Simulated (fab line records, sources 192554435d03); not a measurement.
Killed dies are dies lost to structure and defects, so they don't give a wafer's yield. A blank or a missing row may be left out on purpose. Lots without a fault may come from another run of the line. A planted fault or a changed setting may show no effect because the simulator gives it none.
Split-lot experiment | flow n5_finfet | 7 lots, 39 wafers read, on a route of 1938 steps

THE SPLIT
At N5_BEOL_M12_TRENCH_ETCH_34 (etches SiOC in C4F8/O2/Ar, target depth 318.95 nm, time 125.5 s), the setting time_s was moved away from the recipe's 125.5 s on 15 of the 39 wafers read, by -59.0% to +54.2%. The other wafers ran this setting at the recipe's value.

FROM THE SPLIT TO THE READING: what the file shows between them, 7 steps
- N5_BEOL_M12_STRIP_70: strips in C4F8/O2/Ar
- N5_BEOL_M12_OCD_MEAS_35
- N5_BEOL_M12_STRIP_37: strips in N2/H2
- N5_BEOL_M12_ETCH_38: etches SiCN in CF4/N2, target depth 68.7 nm, time 73.4 s
- N5_BEOL_M12_ECD_47: material Cu, target thk 720 nm
- N5_BEOL_M12_ANNEAL_48: time 90 s
- N5_BEOL_M12_CMP_49: polishes, stops on SiOC, t overpolish 20.6 s, target thk 320 nm

THE READING
M12_THK, in nm, at N5_BEOL_M12_THK_MEAS_50 (measures by xrf). Fault-free wafers of this fab line usually give 325 nm, standard deviation 7 nm.

wafer  | tool, chamber at the split | time_s as run, s | against the recipe | M12_THK, nm | against lot-mates on the recipe
L076.1 | rie_diel-05, 1             | 125.5            | recipe             | 326         | -
L076.2 | rie_diel-05, 3             | 125.5            | recipe             | 320         | -
L076.3 | rie_diel-05, 0             | 125.5            | recipe             | 314         | -
L076.4 | rie_diel-05, 1             | 125.5            | recipe             | 327         | -
L076.5 | rie_diel-05, 0             | 125.5            | recipe             | 312         | -
L076.6 | rie_diel-05, 3             | 125.5            | recipe             | 321         | -
L080.1 | rie_diel-01, 1             | 51.49            | -59.0%             | 131         | -198
L080.2 | rie_diel-01, 0             | 125.5            | recipe             | 330         | -
L080.3 | rie_diel-01, 3             | 51.49            | -59.0%             | 138         | -191
L080.4 | rie_diel-01, 2             | 125.5            | recipe             | 323         | -
L080.5 | rie_diel-01, 2             | 51.49            | -59.0%             | 135         | -194
L080.6 | rie_diel-01, 3             | 125.5            | recipe             | 334         | -
L081.1 | rie_diel-05, 1             | 153              | +21.9%             | 405         | +72
L081.2 | rie_diel-05, 0             | 125.5            | recipe             | 340         | -
L081.3 | rie_diel-05, 3             | 153              | +21.9%             | 396         | +63
L081.4 | rie_diel-05, 2             | 125.5            | recipe             | 328         | -
L081.5 | rie_diel-05, 1             | 125.5            | recipe             | 332         | -
L081.6 | rie_diel-05, 2             | 153              | +21.9%             | 399         | +66
L087.2 | rie_diel-01, 3             | 125.5            | recipe             | 333         | -
L087.3 | rie_diel-01, 0             | 125.5            | recipe             | 328         | -
L087.5 | rie_diel-01, 3             | 125.5            | recipe             | 335         | -
L089.1 | rie_diel-06, 1             | 125.5            | recipe             | 326         | -
L089.2 | rie_diel-06, 2             | 193.5            | +54.2%             | 487         | +169
L089.3 | rie_diel-06, 3             | 125.5            | recipe             | 319         | -
L089.4 | rie_diel-06, 0             | 125.5            | recipe             | 310         | -
L089.5 | rie_diel-06, 0             | 193.5            | +54.2%             | 484         | +166
L089.6 | rie_diel-06, 3             | 193.5            | +54.2%             | 490         | +172
L094.1 | rie_diel-05, 3             | 177.7            | +41.6%             | 467         | +139
L094.2 | rie_diel-05, 2             | 177.7            | +41.6%             | 455         | +127
L094.3 | rie_diel-05, 1             | 125.5            | recipe             | 324         | -
L094.4 | rie_diel-05, 0             | 125.5            | recipe             | 332         | -
L094.5 | rie_diel-05, 0             | 125.5            | recipe             | 327         | -
L094.6 | rie_diel-05, 1             | 177.7            | +41.6%             | 458         | +130
L095.1 | rie_diel-01, 0             | 80.68            | -35.7%             | 209         | -115
L095.2 | rie_diel-01, 3             | 125.5            | recipe             | 333         | -
L095.3 | rie_diel-01, 2             | 125.5            | recipe             | 324         | -
L095.4 | rie_diel-01, 1             | 125.5            | recipe             | 316         | -
L095.5 | rie_diel-01, 1             | 80.68            | -35.7%             | 203         | -121
L095.6 | rie_diel-01, 2             | 80.68            | -35.7%             | 209         | -115

THE FIT
A straight line over all 39 wafers: M12_THK changes by +3.18 nm for each +1% of time_s; r = +1.00; the points scatter about the line by 7.4 nm.
The same after taking each lot's own level away (the mean of its wafers on the recipe; 39 wafers): +3.21 nm for each +1%; r = +1.00; scatter 5.2 nm.
On that fit, the largest move of time_s shifts the reading by 1.9e+02 nm.
The lots' own levels span 318.3 to 333.3 nm, that is 2.1 times the standard deviation above.
So the lot-to-lot level changes the slope little: the two slopes agree.
Check: with one of the wafers moved furthest among these (-59.0%) left out of the fit, the line predicts -189 nm for it against its lot-mates. It came out at -198 nm against them.

OTHER SPLITS ON THESE WAFERS
These wafers also went through other splits before the reading. Each is held against what the fit with the lots' levels taken away leaves over:
other split on the same wafers | wafers away from the commonest value | r with M12_THK (lot level and that fit taken away)
N5_BEOL_M6_VIA_ETCH_34 time_s  | 15                                   | -0.03
N5_BEOL_M8_DESCUM_33 time_s    | 12                                   | -0.12

THE WHOLE CHAIN: every reading that the file lists as answering this split, in the file's order
step                       | what it does                                                    | reading                                                                       | change (the file's fit)                                                                 | r (the file's)
N5_BEOL_M12_TRENCH_ETCH_34 | etches SiOC in C4F8/O2/Ar, target depth 318.95 nm, time 125.5 s | etch.depth_nm (the simulator's own value, which no gauge read)                | +3.15 nm for each +1% of the setting                                                    | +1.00
N5_BEOL_M12_OCD_MEAS_35    |                                                                 | trench_depth_nm                                                               | +3.15 nm for each +1% of the setting                                                    | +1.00
N5_BEOL_M12_CMP_49         | polishes, stops on SiOC, t overpolish 20.6 s, target thk 320 nm | Cu_of_BEOL_M12_ECD_47.thk_nm (the simulator's own value, which no gauge read) | +3.14 nm for each +1% of the setting                                                    | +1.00
N5_BEOL_M12_THK_MEAS_50    | measures by xrf                                                 | M12_THK                                                                       | +3.21 for each +1% of the setting                                                       | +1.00
N5_BEOL_M12_RS_MEAS_54     | measures by four-point-probe                                    | M12_RS                                                                        | not straight: 0.1556 at the lowest setting, 0.0602 at the recipe, 0.0395 at the highest | not given

THE FILE'S OWN FIT
M12_THK changes by +3.21 nm for each +1% of time_s, r = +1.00.
